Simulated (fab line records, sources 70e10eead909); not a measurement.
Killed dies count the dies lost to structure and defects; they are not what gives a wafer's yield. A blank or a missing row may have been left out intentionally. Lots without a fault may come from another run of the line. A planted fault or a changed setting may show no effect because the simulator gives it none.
A lot that was struck, set against a sound lot    flow nand-harc    15 steps out of a route of 1302
Sound: these wafers, L530.1, L530.4, L530.5. Wafers L541.2, L541.3, L541.4 were the ones struck. Last of all comes the cause.
Each step with rows lists, per side, the tool, then ch with its chambers, then its first start. Under that, the readings that differ: sound wafers    struck wafers    difference of the means    sigmas: that difference in standard deviations of wafers without a fault.
alike: words and numbers the same on both sides, and readings whose means are apart by under 2 such deviations; not compared: readings that were withheld, readings missing a value for some wafer, numbers with overlapping values and no deviation given by the record, and bounds like >300 which may hide the same value.
A row with sigmas, a row that says differs or no value, or rows on one side alone: a step with any of these is where the two part. Numbers that have no deviation but don't overlap get no sigmas and don't part them. Lack of a reading on every wafer of one side parts them only where that side has two or more wafers.

first, 1 step without rows for these wafers: NHARC_A_CHANNEL_HOLE_D1_ETCH_44 (etches the open film in CF4/O2, target depth 140 nm, overetch 14 nm, time 77 s).
NHARC_A_CHANNEL_HOLE_D1_STRIP_27: strips in O2.
  sound on rie-diel-02 ch 1,2,3; struck on rie-diel-02 ch 1,2,3
  alike: drypump-motor-current-A, mfc-ar-sccm, oes-product-au, rf-vpp-V, showerhead-plenum-p-Torr, throttle-valve-pct
  not compared: rf-hours-counter-h
then, 2 steps without rows for these wafers: NHARC_A_CHANNEL_HOLE_D1_PRECLEAN_28 (cleans in SC1); NHARC_A_CHANNEL_HOLE_D1_SRD_29.
NHARC_A_CHANNEL_HOLE_D1_CD_MEAS_30:
  sound: cd-sem-02 at day 9 18:03; struck: cd-sem-02 at day 14 18:17
  alike: cd-nm
NHARC_A_CHANNEL_HOLE_D1_XSEM_31:
  sound on xsem-01 ch 0, day 9 18:08; struck on xsem-02 ch 0, day 14 18:23
  alike: bot-cd-nm, bow-nm, tilt-deg
NHARC_A_CHANNEL_HOLE_D1_INSPECT_40:
  sound: defect-inspect-02 at day 9 18:14; struck: defect-inspect-01 at day 14 18:29
reading           sound       struck    difference  sigmas
raw-defect-count  99 103 108  42 46 47  -58         -2
then, 2 steps without rows for these wafers: NHARC_A_CHANNEL_FILL_D1_PRECLEAN_00 (cleans in SC1); NHARC_A_CHANNEL_FILL_D1_SRD_01.
NHARC_A_CHANNEL_FILL_D1_ALD_02: deposits SiO2, target thk 6 nm, pulse time 10 s, ald cycles 60.
  sound on ald-hk-01 ch 0,1,3, day 9 19:29; struck on ald-hk-03 ch 0,1,2, day 14 18:45
  alike: heater-power-w, precursor-pulse-height-rel, susceptor-temp-C
then, 1 step without rows for these wafers: NHARC_A_CHANNEL_FILL_D1_ALD_03 (deposits SiNx, target thk 6 nm, pulse time 60 s, ald cycles 58).
NHARC_A_CHANNEL_FILL_D1_ALD_14: deposits SiO2, target thk 2.5 nm, pulse time 10 s, ald cycles 25.
  sound on ald-hk-01 ch 1,2,3, day 10 02:25; struck on ald-hk-03 ch 0,2,3, day 15 02:11
  alike: heater-power-w, precursor-pulse-height-rel, susceptor-temp-C
NHARC_A_CHANNEL_FILL_D1_ALD_15: deposits SiNx, target thk 2 nm, pulse time 60 s, ald cycles 19.
  sound on ald-sin-batch-01 ch 0, day 10 05:30; struck on ald-sin-batch-02 ch 0, day 15 06:28
reading               sound                 struck                difference  sigmas
susceptor-temp-C (C)  630.34 629.87 630.16  665.81 665.45 665.49  +35.46      +99 or more
  alike: precursor-pulse-height-rel
NHARC_A_CHANNEL_FILL_D1_ALD_16: deposits SiO2, target thk 1.5 nm, pulse time 10 s, ald cycles 15.
  sound on ald-hk-01 ch 0,1,3, day 10 07:58; struck on ald-hk-03 ch 1,2,3, day 15 08:31
  alike: heater-power-w, precursor-pulse-height-rel, susceptor-temp-C
-- the record jumps here: 15 days lie between the struck wafers' starts before and after (it left off in module A_CHANNEL_FILL_D1 and takes up again in module END, whose first step shown is number 1302 of the route) --
NHARC_END_SORT_01:
  sound on prober-02 ch 0, day 25 15:08; struck on prober-01 ch 0, day 30 09:38
  alike: killed-at-array, killed-at-other, killed-at-periphery, killed-dies, killed-open, killed-short

== WHERE THEY PART ==
Earliest at NHARC_A_CHANNEL_HOLE_D1_INSPECT_40; latest, in this record, at NHARC_A_CHANNEL_FILL_D1_ALD_15. Later steps at which nothing parts them and some readings are alike: NHARC_A_CHANNEL_FILL_D1_ALD_16, NHARC_END_SORT_01.

WHY: whatever the simulator had introduced
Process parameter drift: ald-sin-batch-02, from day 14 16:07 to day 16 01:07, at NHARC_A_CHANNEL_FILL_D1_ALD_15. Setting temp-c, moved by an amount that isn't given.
